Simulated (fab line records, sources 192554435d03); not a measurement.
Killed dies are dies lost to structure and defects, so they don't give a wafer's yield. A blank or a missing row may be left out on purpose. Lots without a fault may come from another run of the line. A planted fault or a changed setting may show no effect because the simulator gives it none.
Which tool did it? | flow n5_finfet | 8 lots, 24 wafers sampled, at 5 steps of a route of 1938

WHAT THE GAUGES READ, wafer by wafer
N5_BEOL_M4_RC_MEAS_101.
lot  | measured     | on        | DIBL_N (mV/V)
L722 | day 7 20:01  | prober-01 | 35.6 35.7 35.3
L725 | day 8 21:16  | prober-02 | 37.6 38.4 35.2
L730 | day 10 11:20 | prober-01 | 35.2 36.0 36.5
L732 | day 10 18:28 | prober-01 | 36.3 37.7 34.9
L735 | day 11 16:36 | prober-01 | 32.9 33.4 33.5
L740 | day 12 20:43 | prober-02 | 36.0 36.6 34.9
L745 | day 14 10:37 | prober-01 | 35.0 35.0 35.9
L744 | day 14 07:29 | prober-02 | 38.7 37.4 36.1

WHICH TOOL RAN EACH LOT (tool, then ch and the chambers of the sampled wafers, then the start)
lot  | N5_BEOL_M2_STRIP_19                | N5_BEOL_M2_ETCH_69                 | N5_BEOL_M2_ETCH_70                 | N5_BEOL_M2_TRENCH_ETCH_37
L722 | rie_diel-01 ch 0,1, day 6 12:40    | rie_diel-02 ch 0,1,3, day 6 13:14  | rie_diel-02 ch 1,2,3, day 6 17:57  | rie_diel-02 ch 1,2,3, day 6 18:10
L725 | rie_diel-06 ch 0,1,2, day 7 04:14  | rie_diel-01 ch 0,1,2, day 7 04:55  | rie_diel-02 ch 0,1,3, day 7 07:56  | rie_diel-02 ch 0,1,3, day 7 08:08
L730 | rie_diel-06 ch 0,1,2, day 8 10:02  | rie_diel-06 ch 1,2,3, day 8 10:38  | rie_diel-01 ch 1,2,3, day 8 18:02  | rie_diel-01 ch 1,2,3, day 8 18:14
L732 | rie_diel-01 ch 0,2,3, day 9 01:27  | rie_diel-01 ch 0,1,3, day 9 02:01  | rie_diel-01 ch 0,2,3, day 9 09:01  | rie_diel-01 ch 0,2,3, day 9 09:13
L735 | rie_diel-06 ch 1,2, day 10 03:41   | rie_diel-02 ch 1,2,3, day 10 04:15 | rie_diel-01 ch 0,3, day 10 07:19   | rie_diel-01 ch 0,3, day 10 07:31
L740 | rie_diel-02 ch 0,1,2, day 11 02:13 | rie_diel-02 ch 1,2, day 11 02:54   | rie_diel-02 ch 0,3, day 11 08:08   | rie_diel-02 ch 0,3, day 11 08:20
L745 | rie_diel-02 ch 0,1, day 12 15:37   | rie_diel-06 ch 2,3, day 12 16:11   | rie_diel-06 ch 1,2,3, day 12 19:25 | rie_diel-06 ch 1,2,3, day 12 19:38
L744 | rie_diel-01 ch 0,2,3, day 12 16:03 | rie_diel-06 ch 0,2,3, day 12 17:13 | rie_diel-01 ch 0,2,3, day 12 20:22 | rie_diel-01 ch 0,2,3, day 12 20:35
- N5_BEOL_M2_STRIP_19: strips in O2.
- N5_BEOL_M2_ETCH_69: etches SiARC in CF4, target depth 15.6 nm, time 26 s.
- N5_BEOL_M2_ETCH_70: etches SOC in N2/H2, target depth 80 nm, overetch 24 nm, time 130 s.
- N5_BEOL_M2_TRENCH_ETCH_37: etches SiOC in C4F6/O2, target depth 55.555 nm, time 29.2 s.

THE ANSWER, worked out from the rows above alone
Rule: what is usual is taken from the lots themselves. Put in order of their means at a reading, lots are off if they are a third of the lots or fewer, leave a main group of 4 or more, and stand apart from it by a gap of 3 or more times the standard deviation of the main group's means; of several such gaps the widest counts. A main group whose means are all the same, to the digits that the tables above print for the reading, isn't used. A lot without any number at a reading at which 4 lots or more have one is off too. The other lots that the step has rows for count as sound.
No lot is off at any reading shown: from this, nothing can be told.

WHAT THE SIMULATOR HAD PUT IN
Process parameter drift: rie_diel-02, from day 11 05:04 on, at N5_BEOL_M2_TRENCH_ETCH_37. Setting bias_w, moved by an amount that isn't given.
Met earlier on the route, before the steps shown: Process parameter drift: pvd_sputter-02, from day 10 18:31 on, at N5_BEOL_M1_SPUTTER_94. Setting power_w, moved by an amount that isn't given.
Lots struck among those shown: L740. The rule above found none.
